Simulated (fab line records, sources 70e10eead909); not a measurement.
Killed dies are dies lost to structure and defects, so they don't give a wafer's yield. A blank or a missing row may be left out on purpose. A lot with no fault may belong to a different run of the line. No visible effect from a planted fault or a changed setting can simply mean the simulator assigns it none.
The tool behind it: which one? | flow nandHarc | 42 wafers from 14 lots sampled at 6 of the route's 1159 steps

WHAT THE GAUGES SHOWED, per wafer
NHARC_A_START_INSPECT_01.
lot  | measured     | on               | rawDefectCount
L224 | day 6 10:58  | defectInspect-02 | 3 5 3
L227 | day 7 05:52  | defectInspect-01 | 1 5 5
L229 | day 7 20:08  | defectInspect-01 | 4 3 0
L228 | day 7 20:52  | defectInspect-01 | 3 8 3
L230 | day 7 21:14  | defectInspect-02 | 6 3 2
L232 | day 8 14:05  | defectInspect-01 | 0 6 2
L237 | day 9 19:14  | defectInspect-02 | 3 8 6
L236 | day 9 21:03  | defectInspect-01 | 8 3 3
L243 | day 11 01:05 | defectInspect-02 | 4 2 2
L242 | day 11 02:10 | defectInspect-02 | 6 3 9
L245 | day 11 12:07 | defectInspect-02 | 5 0 3
L244 | day 11 13:28 | defectInspect-02 | 2 5 5
L246 | day 11 21:15 | defectInspect-02 | 3 5 2
L247 | day 12 03:24 | defectInspect-02 | 5 0 5

NHARC_A_ONON_D1_THK_MEAS_05: measures by ellipsometry.
lot  | measured     | on           | thkNm (nm)
L224 | day 7 15:38  | filmMetro-02 | 998 998 998
L227 | day 8 08:18  | filmMetro-01 | 993 995 993
L229 | day 8 22:20  | filmMetro-01 | 1479 1480 1479 1480 1481 1481
L228 | day 8 22:18  | filmMetro-02 | 1014 1013 1014
L230 | day 8 22:20  | filmMetro-02 | 996 994 995
L232 | day 9 14:50  | filmMetro-02 | 1496 1498 1497 1499 1498 1497
L237 | day 10 22:51 | filmMetro-01 | 993 990 993
L236 | day 10 22:43 | filmMetro-02 | 997 996 998
L243 | day 12 00:41 | filmMetro-01 | 1010 1010 1009
L242 | day 12 00:59 | filmMetro-01 | 997 998 1000
L245 | day 12 12:43 | filmMetro-02 | 1012 1010 1011
L244 | day 12 12:40 | filmMetro-01 | 1026 1024 1026
L246 | day 12 22:01 | filmMetro-01 | 1009 1010 1011
L247 | day 13 05:22 | filmMetro-02 | 1000 1000 998

NHARC_A_ONON_D1_THK_MEAS_18: measures by ellipsometry.
lot  | measured     | on           | thkNm (nm)
L224 | day 8 00:07  | filmMetro-01 | 1008 1010 1010
L227 | day 8 17:08  | filmMetro-02 | 1021 1022 1023
L229 | day 9 13:57  | filmMetro-01 | 1011 1010 1009
L228 | day 9 07:07  | filmMetro-02 | 1008 1009 1010
L230 | day 9 07:29  | filmMetro-02 | 1017 1017 1017
L237 | day 11 08:41 | filmMetro-01 | 1004 1006 1007
L236 | day 11 08:41 | filmMetro-02 | 989 987 986
L243 | day 12 09:45 | filmMetro-02 | 996 994 994
L242 | day 12 10:06 | filmMetro-02 | 1021 1021 1022
L245 | day 12 23:13 | filmMetro-01 | 994 994 994
L244 | day 12 23:13 | filmMetro-02 | 1008 1007 1009
L246 | day 13 07:50 | filmMetro-02 | 1011 1013 1012
L247 | day 13 18:36 | filmMetro-02 | 998 996 997

NHARC_END_SORT_01.
lot  | measured     | on        | defectLimitedYield (%) | killedAtArray | killedAtOther | killedAtPeriphery | killedDies | killedOpen | killedShort | sort_bin_2_pct (%) | sort_bin_3_pct (%) | sort_bin_4_pct (%) | sortNPass   | sortRimYieldPct (%) | sortYieldPct (%)
L230 | day 21 02:50 | prober-02 | 95.0 97.3 95.7         | 29 16 22      | 0 1 0         | 5 1 7             | 34 18 29   | 6 0 2      | 0 2 2       | 1.6 0.9 1.9        | 0.15 0.30 0.15     | 3.2 1.5 2.2        | 643 659 648 | 98.1 96.2 95.3      | 95.0 97.3 95.7
L237 | day 22 10:07 | prober-01 | 93.6 92.2 93.5         | 38 48 35      | 1 1 2         | 4 4 7             | 43 53 44   | 5 4 3      | 3 2 2       | 1.9 3.1 2.5        | 0.30 0.30 0.30     | 4.1 4.4 3.7        | 634 624 633 | 92.5 96.2 94.3      | 93.6 92.2 93.5
L236 | day 21 20:49 | prober-02 | 96.0 93.9 96.2         | 25 39 23      | 2 0 2         | 0 2 1             | 27 41 26   | 1 5 1      | 2 5 2       | 1.2 2.1 0.6        | 0.44 0.44 0.30     | 2.4 3.5 3.0        | 650 636 651 | 94.3 98.1 95.3      | 96.0 93.9 96.2

WHICH TOOL RAN EACH LOT (tool, then ch and the chambers of the sampled wafers, then the start)
lot  | NHARC_A_ONON_D1_DEP_03          | NHARC_A_ONON_D1_DEP_33
L224 | pecvdOnon-04 ch 0, day 7 15:11  | pecvd-02 ch 0,1, day 8 02:41
L227 | pecvdOnon-03 ch 0, day 8 07:47  | pecvd-04 ch 0,1,2, day 8 19:27
L229 | pecvdOnon-04 ch 0, day 8 21:53  | pecvd-02 ch 0,1, day 9 17:38
L228 | pecvdOnon-03 ch 0, day 8 21:47  | pecvd-02 ch 0,1,2, day 9 09:58
L230 | pecvdOnon-01 ch 0, day 8 21:56  | pecvd-03 ch 0,1, day 9 10:20
L232 | pecvdOnon-04 ch 0, day 9 14:23  | -
L237 | pecvdOnon-01 ch 0, day 10 22:20 | pecvd-04 ch 0,1,2, day 11 11:20
L236 | pecvdOnon-03 ch 0, day 10 22:16 | pecvd-04 ch 0,2, day 11 11:04
L243 | pecvdOnon-04 ch 0, day 12 00:10 | pecvd-03 ch 0,1, day 12 12:25
L242 | pecvdOnon-03 ch 0, day 12 00:28 | pecvd-03 ch 0,1,2, day 12 12:55
L245 | pecvdOnon-03 ch 0, day 12 12:16 | pecvd-02 ch 1,2, day 13 01:35
L244 | pecvdOnon-04 ch 0, day 12 12:10 | pecvd-03 ch 1,2, day 13 01:37
L246 | pecvdOnon-04 ch 0, day 12 21:34 | pecvd-04 ch 0,1, day 13 10:10
L247 | pecvdOnon-04 ch 0, day 13 04:51 | pecvd-02 ch 0,1,2, day 13 21:08
- NHARC_A_ONON_D1_DEP_03: target thk 1000 nm.
- NHARC_A_ONON_D1_DEP_33: deposits SiO2, target thk 200 nm.

WHAT THE TOOLS THEMSELVES READ (means of the sampled wafers that have a number; where no wafer has one, the mark that the record gives instead)
NHARC_A_ONON_D1_DEP_33.
lot  | tool     | heaterPowerW (W) | throttleValvePct (%)
L224 | pecvd-02 | 528              | 15.82
L227 | pecvd-04 | 555              | 15.77
L229 | pecvd-02 | 530              | 15.57
L228 | pecvd-02 | 664              | 15.50
L230 | pecvd-03 | 472              | 15.76
L237 | pecvd-04 | 558              | 15.56
L236 | pecvd-04 | 626              | 15.66
L243 | pecvd-03 | 548              | 15.99
L242 | pecvd-03 | 556              | 16.02
L245 | pecvd-02 | 627              | 15.99
L244 | pecvd-03 | 553              | 15.98
L246 | pecvd-04 | 551              | 15.41
L247 | pecvd-02 | 637              | 15.87

THE ANSWER, worked out from the rows above alone
Rule: usual is defined by the lots themselves. The widest of any qualifying gaps counts: lots, ordered by their means at a reading, are off when they make up no more than a third of the lots, leave a main group of 4 or more, and stand apart from it by 3 or more times the standard deviation of that group's means. Not used: any main group whose means are identical at the precision the tables above print for the reading. A lot without any number at a reading at which 4 lots or more have one is off too. Where the step has rows for the other lots, those lots are counted as sound. First the gauges in route order, then the tools' own readings, where a lot's mean is used as printed above. At the first step where some lot is off, the reading lying furthest off is the one used; lots without a number count as furthest.
Off, at NHARC_A_ONON_D1_THK_MEAS_05 on thkNm: L229, L232. Main group: mean 1004 nm, sd 9.7.
A tool fits if, at a process step before that reading, it ran every lot that is off, and no sound lot after the first of them. Gauges at NHARC_A_ONON_D1_THK_MEAS_05: tried the same way as those tools. Of those tried, none fits.

WHAT THE SIMULATOR HAD PUT IN
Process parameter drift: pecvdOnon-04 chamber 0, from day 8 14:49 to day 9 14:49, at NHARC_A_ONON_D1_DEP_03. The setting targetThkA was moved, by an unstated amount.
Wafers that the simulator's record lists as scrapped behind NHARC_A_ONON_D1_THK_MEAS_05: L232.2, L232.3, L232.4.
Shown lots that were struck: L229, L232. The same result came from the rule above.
